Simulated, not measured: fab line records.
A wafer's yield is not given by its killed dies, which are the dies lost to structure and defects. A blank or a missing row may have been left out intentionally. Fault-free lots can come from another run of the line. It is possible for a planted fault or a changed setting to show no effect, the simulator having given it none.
Chamber matching || flow nand harc || NHARC_P_M2_PRE_CLEAN_32 on pecvd-03 has 3 sister chambers
The step time 12 s. 18 wafers are shown with their chamber, then 9 later ones without.

== WAFERS PAIRED WITH THEIR CHAMBERS ==
{"wafer": "L075.3", "chamber": 1, "rf fwd power W (W)": 293.0, "heater power w (W)": 671}
{"wafer": "L075.4", "chamber": 1, "rf fwd power W (W)": 292.9, "heater power w (W)": 659}
{"wafer": "L075.6", "chamber": 0, "rf fwd power W (W)": 292.1, "heater power w (W)": 657}
{"wafer": "L076.1", "chamber": 1, "rf fwd power W (W)": 293.2, "heater power w (W)": 754}
{"wafer": "L076.2", "chamber": 2, "rf fwd power W (W)": 291.8, "heater power w (W)": 644}
{"wafer": "L076.5", "chamber": 1, "rf fwd power W (W)": 291.9, "heater power w (W)": 757}
{"wafer": "L078.1", "chamber": 0, "rf fwd power W (W)": 291.8, "heater power w (W)": 689}
{"wafer": "L078.2", "chamber": 2, "rf fwd power W (W)": 292.1, "heater power w (W)": 686}
{"wafer": "L078.3", "chamber": 1, "rf fwd power W (W)": 292.8, "heater power w (W)": 667}
{"wafer": "L078.4", "chamber": 1, "rf fwd power W (W)": 292.8, "heater power w (W)": 649}
{"wafer": "L078.5", "chamber": 2, "rf fwd power W (W)": 293.0, "heater power w (W)": 666}
{"wafer": "L078.6", "chamber": 0, "rf fwd power W (W)": 291.4, "heater power w (W)": 683}
{"wafer": "L085.2", "chamber": 2, "rf fwd power W (W)": 294.7, "heater power w (W)": 731}
{"wafer": "L085.5", "chamber": 1, "rf fwd power W (W)": 292.6, "heater power w (W)": 698}
{"wafer": "L085.6", "chamber": 0, "rf fwd power W (W)": 292.4, "heater power w (W)": 580}
{"wafer": "L091.1", "chamber": 1, "rf fwd power W (W)": 291.3, "heater power w (W)": 695}
{"wafer": "L091.5", "chamber": 1, "rf fwd power W (W)": 291.6, "heater power w (W)": 682}
{"wafer": "L091.6", "chamber": 0, "rf fwd power W (W)": 292.8, "heater power w (W)": 667}

SIGNATURES (means of the wafers above)
{"reading": "rf fwd power W", "chamber 0": 292.100, "chamber 1": 292.456, "chamber 2": 292.900, "scatter within a chamber": 0.814}
{"reading": "heater power w", "chamber 0": 655.20, "chamber 1": 692.44, "chamber 2": 681.75, "scatter within a chamber": 40}
Rule: distance of a wafer from a chamber = root of the sum over the readings of ((wafer's reading minus chamber's mean) / reading's scatter) squared. The wafer belongs to the nearest chamber; if the next one is less than 2 further off, it can't be placed. The scatter is the square root of a quotient: the sum, over the shown wafers, of each reading's squared deviation from its chamber's mean, divided by wafers minus chambers.

== WAFERS WITHOUT THEIR CHAMBER ==
{"wafer": "L092.2", "rf fwd power W (W)": 291.0, "heater power w (W)": 712}
{"wafer": "L092.5", "rf fwd power W (W)": 292.6, "heater power w (W)": 699}
{"wafer": "L092.6", "rf fwd power W (W)": 292.0, "heater power w (W)": 670}
{"wafer": "L095.1", "rf fwd power W (W)": 291.8, "heater power w (W)": 683}
{"wafer": "L095.2", "rf fwd power W (W)": 292.7, "heater power w (W)": 645}
{"wafer": "L095.4", "rf fwd power W (W)": 291.3, "heater power w (W)": 651}
{"wafer": "L096.2", "rf fwd power W (W)": 292.6, "heater power w (W)": 694}
{"wafer": "L096.4", "rf fwd power W (W)": 292.4, "heater power w (W)": 676}
{"wafer": "L096.6", "rf fwd power W (W)": 292.6, "heater power w (W)": 641}

== WHICH CHAMBER EACH ONE RAN IN ==
{"wafer": "L092.2", "from the rows above": "can't be placed: 1 or 0 or 2", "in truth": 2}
{"wafer": "L092.5", "from the rows above": "can't be placed: 1 or 2 or 0", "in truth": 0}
{"wafer": "L092.6", "from the rows above": "can't be placed: 0 or 1 or 2", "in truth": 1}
{"wafer": "L095.1", "from the rows above": "can't be placed: 0 or 1 or 2", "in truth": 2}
{"wafer": "L095.2", "from the rows above": "can't be placed: 0 or 2 or 1", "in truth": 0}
{"wafer": "L095.4", "from the rows above": "can't be placed: 0 or 1 or 2", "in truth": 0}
{"wafer": "L096.2", "from the rows above": "can't be placed: 1 or 2 or 0", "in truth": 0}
{"wafer": "L096.4", "from the rows above": "can't be placed: 1 or 2 or 0", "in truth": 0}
{"wafer": "L096.6", "from the rows above": "can't be placed: 0 or 2 or 1", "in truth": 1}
Placed correctly: 0 of 9. From these rows, 9 cannot be placed; in 9 the true chamber is one of the candidates. Number placed wrongly: 0.
